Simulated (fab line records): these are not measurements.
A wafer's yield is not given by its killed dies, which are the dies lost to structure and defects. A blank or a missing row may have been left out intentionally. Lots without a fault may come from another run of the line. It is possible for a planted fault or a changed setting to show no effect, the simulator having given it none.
What tool caused it? | flow n5Finfet | 26 wafers from 10 lots sampled at 6 of the route's 1938 steps

## WHAT THE GAUGES READ, wafer by wafer
N5_FIN_CUT_CD_MEAS_08 targets a cd of 29.1 nm. Usual: cdNm at 29.08 nm, with a standard deviation of 0.27.
lot  | measured    | on       | cdNm (nm)         | flag
L891 | day 2 15:07 | cdSem-02 | 28.88 28.97       | 
L892 | day 2 21:10 | cdSem-02 | 29.26 28.98 29.50 | 
L899 | day 4 16:35 | cdSem-03 | 30.55 31.04 30.89 | OFF
L900 | day 4 22:16 | cdSem-02 | 30.24 29.85 30.03 | OFF
L902 | day 5 09:23 | cdSem-01 | 29.49 29.10 29.22 | 
L905 | day 6 03:47 | cdSem-02 | 29.71 29.27 29.15 | 
L907 | day 6 14:55 | cdSem-03 | 29.36 29.10       | 
L908 | day 6 19:53 | cdSem-03 | 29.08 29.44 29.28 | 
L909 | day 7 02:23 | cdSem-01 | 29.53 29.03       | 
L911 | day 7 14:44 | cdSem-03 | 29.12 28.79       | 

N5_BEOL_M4_RC_MEAS_101. Usual: DIBL_N 36.3 mV/V, standard deviation 1.6; DIBL_P 36.2 mV/V, standard deviation 2; IOFF_N 0.160 nA/um, standard deviation 0.028; IOFF_P 0.21 nA/um, standard deviation 0.036; ION_N 677 uA/um, standard deviation 11; ION_P 465 uA/um, standard deviation 6.9; SS_N 71.5 mV/dec, standard deviation 0.55; SS_P 73.3 mV/dec, standard deviation 0.64; VT_N 250 mV, standard deviation 3; VT_P -250 mV, standard deviation 3.5.
lot  | measured     | on        | DIBL_N (mV/V)  | DIBL_P (mV/V)  | IOFF_N (nA/um)    | IOFF_P (nA/um) | ION_N (uA/um) | ION_P (uA/um) | SS_N (mV/dec)  | SS_P (mV/dec)  | VT_N (mV)   | VT_P (mV)      | flag
L891 | day 8 04:13  | prober-01 | 32.7 35.3      | 32.0 35.6      | 0.112 0.149       | 0.15 0.19      | 668 671       | 454 462       | 70.4 71.5      | 72.0 72.9      | 253 249     | -257 -253      | 
L892 | day 9 01:31  | prober-01 | 37.0 38.2 39.1 | 35.5 37.4 37.2 | 0.146 0.175 0.185 | 0.23 0.26 0.27 | 678 678 683   | 464 474 467   | 71.7 71.3 72.3 | 72.9 73.4 73.3 | 249 247 247 | -247 -245 -243 | 
L899 | day 10 22:34 | prober-01 | 35.6 36.8 35.2 | 36.5 39.4 38.0 | 0.143 0.181 0.152 | 0.18 0.22 0.20 | 679 694 671   | 462 470 458   | 71.3 72.5 72.0 | 73.0 73.3 72.7 | 252 249 250 | -257 -252 -255 | 
L900 | day 10 19:08 | prober-01 | 37.4 38.4 36.8 | 38.2 39.4 37.8 | 0.186 0.207 0.172 | 0.24 0.26 0.22 | 688 691 670   | 468 466 456   | 72.0 71.6 71.4 | 74.0 74.6 74.6 | 246 246 249 | -251 -249 -252 | 
L902 | day 11 02:11 | prober-01 | 37.0 36.2 37.1 | 36.9 37.5 37.5 | 0.165 0.169 0.171 | 0.19 0.20 0.20 | 680 685 691   | 460 469 471   | 72.2 71.6 72.1 | 73.3 73.2 74.1 | 249 251 249 | -254 -252 -256 | 
L905 | day 12 13:32 | prober-01 | 35.6 36.2 33.8 | 35.3 35.9 34.1 | 0.145 0.151 0.119 | 0.19 0.20 0.16 | 679 674 669   | 464 459 461   | 71.6 71.7 70.7 | 72.9 73.0 71.9 | 250 250 253 | -253 -252 -253 | 
L907 | day 12 16:46 | prober-01 | 36.1 34.9      | 36.7 35.5      | 0.142 0.133       | 0.19 0.18      | 666 673       | 457 463       | 71.4 71.2      | 73.5 72.8      | 254 252     | -251 -251      | 
L908 | day 12 16:40 | prober-02 | 35.7 38.5 37.5 | 34.2 38.1 35.7 | 0.147 0.206 0.178 | 0.22 0.27 0.23 | 666 692 697   | 458 471 476   | 71.0 72.0 71.6 | 72.6 74.1 73.1 | 250 245 249 | -248 -246 -250 | 
L909 | day 13 12:14 | prober-01 | 33.4 32.2      | 31.5 30.3      | 0.118 0.107       | 0.16 0.15      | 669 668       | 455 461       | 71.0 69.9      | 72.4 72.7      | 252 255     | -255 -254      | 
L911 | day 13 18:03 | prober-01 | 36.7 35.5      | 35.4 34.4      | 0.172 0.151       | 0.21 0.20      | 682 684       | 463 465       | 71.5 71.0      | 73.3 73.7      | 247 246     | -250 -248      | 

## WHAT TOOL EACH LOT RAN ON (gives the tool, then ch and the chambers of the sampled wafers, and finally the start)
lot  | N5_FIN_SAQP_RECESS_71            | N5_FIN_SAQP_ETCH_64            | N5_FIN_CUT_EXPOSE_05            | N5_FIN_CUT_CUT_ETCH_27
L891 | vaporEtch-02 ch 0, day 2 13:04   | rieSi-04 ch 0,1, day 2 14:24   | euvScanner-02 ch 0, day 2 14:58 | rieDiel-04 ch 2,3, day 2 15:43
L892 | vaporEtch-01 ch 0,1, day 2 19:13 | rieSi-06 ch 0,3, day 2 20:35   | euvScanner-02 ch 0, day 2 21:02 | rieDiel-05 ch 1,2, day 2 21:46
L899 | vaporEtch-02 ch 0,1, day 4 14:55 | rieSi-02 ch 0,2, day 4 15:59   | euvScanner-02 ch 0, day 4 16:28 | rieDiel-01 ch 1,2,3, day 4 17:12
L900 | vaporEtch-01 ch 0,1, day 4 20:13 | rieSi-06 ch 2,3, day 4 21:41   | euvScanner-02 ch 0, day 4 22:08 | rieDiel-01 ch 0,1,2, day 4 22:52
L902 | vaporEtch-01 ch 0,1, day 5 07:44 | rieSi-06 ch 0,1, day 5 08:49   | euvScanner-01 ch 0, day 5 09:14 | rieDiel-01 ch 1,3, day 5 10:19
L905 | vaporEtch-02 ch 0,1, day 6 01:34 | rieSi-04 ch 0,1,3, day 6 03:05 | euvScanner-01 ch 0, day 6 03:40 | rieDiel-04 ch 1,2, day 6 04:24
L907 | vaporEtch-02 ch 0,1, day 6 13:12 | rieSi-04 ch 0, day 6 14:11     | euvScanner-01 ch 0, day 6 14:47 | rieDiel-04 ch 2,3, day 6 15:38
L908 | vaporEtch-01 ch 0,1, day 6 18:22 | rieSi-04 ch 0,2,3, day 6 19:19 | euvScanner-01 ch 0, day 6 19:46 | rieDiel-01 ch 0,1,2, day 6 20:29
L909 | vaporEtch-01 ch 0,1, day 7 00:46 | rieSi-02 ch 0,2, day 7 01:48   | euvScanner-01 ch 0, day 7 02:15 | rieDiel-04 ch 0,3, day 7 02:59
L911 | vaporEtch-02 ch 0, day 7 12:56   | rieSi-06 ch 0,3, day 7 14:02   | euvScanner-01 ch 0, day 7 14:37 | rieDiel-04 ch 1,3, day 7 15:20
- N5_FIN_SAQP_RECESS_71: chemistry HF/NH3, target SiO2, target depth 3 nm, afs cycles 1, sublimation time 60 s.
- N5_FIN_SAQP_ETCH_64: etches SiO2 in CF4, target depth 1.5 nm.
- N5_FIN_CUT_EXPOSE_05: exposes mask FIN CUT.
- N5_FIN_CUT_CUT_ETCH_27: etches SiO2 in CHF3/O2, target depth 4 nm, overetch 2 nm, time 4.9 s.

## WHAT THE TOOLS THEMSELVES READ (means of the sampled wafers that have a number; where no wafer has one, the mark that the record gives instead)
N5_FIN_SAQP_RECESS_71. Usual: drypumpMotorCurrentA 5.9 A, standard deviation 0.54; tempC 30.00 C, standard deviation 0.11.
lot  | tool         | drypumpMotorCurrentA (A) | tempC (C) | flag
L891 | vaporEtch-02 | 6.2                      | 29.97     | 
L892 | vaporEtch-01 | 5.8                      | 29.99     | 
L899 | vaporEtch-02 | 6.2                      | 29.99     | 
L900 | vaporEtch-01 | 5.4                      | 30.11     | 
L902 | vaporEtch-01 | 5.4                      | 29.90     | 
L905 | vaporEtch-02 | 6.2                      | 30.06     | 
L907 | vaporEtch-02 | 6.2                      | 30.05     | 
L908 | vaporEtch-01 | 5.8                      | 30.06     | 
L909 | vaporEtch-01 | 5.6                      | 29.94     | 
L911 | vaporEtch-02 | 6.2                      | 30.05     | 

N5_FIN_SAQP_ETCH_64. Usual: cf4FlowSccm 79.99 sccm, standard deviation 0.25; drypumpMotorCurrentA 5.8 A, standard deviation 0.4; oesProductAu 1.006 a.u., standard deviation 0.022; throttleValvePct 21.75 %, standard deviation 0.21.
lot  | tool     | cf4FlowSccm (sccm) | drypumpMotorCurrentA (A) | oesProductAu (a.u.) | throttleValvePct (%) | flag
L891 | rieSi-04 | 80.17              | 5.3                      | 1.026               | 21.58                | 
L892 | rieSi-06 | 80.05              | 6.1                      | 0.991               | 21.77                | 
L899 | rieSi-02 | 79.96              | 6.1                      | 1.018               | 21.84                | 
L900 | rieSi-06 | 80.11              | 6.1                      | 1.010               | 21.88                | 
L902 | rieSi-06 | 79.94              | 6.0                      | 0.980               | 21.56                | 
L905 | rieSi-04 | 79.96              | 5.6                      | 1.021               | 21.53                | 
L907 | rieSi-04 | 80.21              | 4.9                      | 1.024               | 21.61                | 
L908 | rieSi-04 | 80.04              | 5.6                      | 0.992               | 21.61                | 
L909 | rieSi-02 | 79.66              | 6.0                      | 1.020               | 21.87                | 
L911 | rieSi-06 | 80.16              | 6.1                      | 0.983               | 21.69                | 

N5_FIN_CUT_EXPOSE_05. Usual: exposureDoseMJCm2 46.3, standard deviation 0.61; stageMsdNm 0.850 nm, standard deviation 0.009.
lot  | tool          | exposureDoseMJCm2 | stageMsdNm (nm) | flag
L891 | euvScanner-02 | 46.8              | 0.849           | 
L892 | euvScanner-02 | 46.8              | 0.849           | 
L899 | euvScanner-02 | 50.5              | 0.857           | OFF
L900 | euvScanner-02 | 49.8              | 0.860           | OFF
L902 | euvScanner-01 | 45.6              | 0.844           | 
L905 | euvScanner-01 | 45.6              | 0.843           | 
L907 | euvScanner-01 | 45.6              | 0.840           | 
L908 | euvScanner-01 | 45.6              | 0.840           | 
L909 | euvScanner-01 | 45.6              | 0.839           | 
L911 | euvScanner-01 | 45.5              | 0.833           | 

N5_FIN_CUT_CUT_ETCH_27. Usual: drypumpMotorCurrentA 5.8 A, standard deviation 0.56; oesProductAu 0.64 a.u., standard deviation 0.063; rfVppV 525 V, standard deviation 13; showerheadPlenumPTorr 2.45 Torr, standard deviation 0.063; throttleValvePct 18.80 %, standard deviation 0.3.
lot  | tool       | drypumpMotorCurrentA (A) | oesProductAu (a.u.) | rfVppV (V) | showerheadPlenumPTorr (Torr) | throttleValvePct (%) | flag
L891 | rieDiel-04 | 5.9                      | 0.59                | 522        | 2.42                         | 18.96                | 
L892 | rieDiel-05 | 5.4                      | 0.61                | 518        | 2.39                         | 18.75                | 
L899 | rieDiel-01 | 5.3                      | 0.64                | 528        | 2.43                         | 18.79                | 
L900 | rieDiel-01 | 5.8                      | 0.65                | 533        | 2.46                         | 18.70                | 
L902 | rieDiel-01 | 5.3                      | 0.69                | 524        | 2.45                         | 18.73                | 
L905 | rieDiel-04 | 5.9                      | 0.62                | 504        | 2.41                         | 18.95                | 
L907 | rieDiel-04 | 5.9                      | 0.58                | 522        | 2.41                         | 19.00                | 
L908 | rieDiel-01 | 5.9                      | 0.71                | 533        | 2.45                         | 18.62                | 
L909 | rieDiel-04 | 6.0                      | 0.55                | 536        | 2.48                         | 18.86                | 
L911 | rieDiel-04 | 5.5                      | 0.58                | 516        | 2.45                         | 18.77                | 

## THE ANSWER, worked out from the rows above alone
Rule: lot off if the mean of its wafers having a number is beyond 3 standard deviations from the usual mean. A lot without any number at a reading at which 4 lots or more have one is off too. Any other lot the step has rows for is counted as sound. First the gauges in route order, then the tools' own readings, where a lot's mean is used as printed above. The first step at which some lot is off is used, and at that step the reading that is off furthest; a lot without a number counts as furthest.
Off, at N5_FIN_CUT_CD_MEAS_08 on cdNm: L899, L900.
A tool fits if, at a process step before that reading, it ran every lot that is off, and no sound lot after the first of them. The gauges at N5_FIN_CUT_CD_MEAS_08 aren't tried: what is off there is off at N5_FIN_CUT_EXPOSE_05 too, on other tools, and a gauge's error can't cause that. One fits: N5_FIN_CUT_EXPOSE_05 on euvScanner-02. A fault onset in the window from L892 (day 2 21:02, its last sound lot) to L899 (day 4 16:28, its first lot off) fits.
On the lots that are off, the tool's own readings at N5_FIN_CUT_EXPOSE_05 differ by more than 5 times the standard deviation of the sound lots' means, which bears it out; exposureDoseMJCm2 reads 50.1 there versus 45.9 on the sound lots.

## WHAT THE SIMULATOR HAD PUT IN
Drift in process parameters on euvScanner-02 at N5_FIN_CUT_EXPOSE_05, starting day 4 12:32. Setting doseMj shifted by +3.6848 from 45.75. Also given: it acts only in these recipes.
Shown lots that were struck: L899, L900. The rule above found the same.
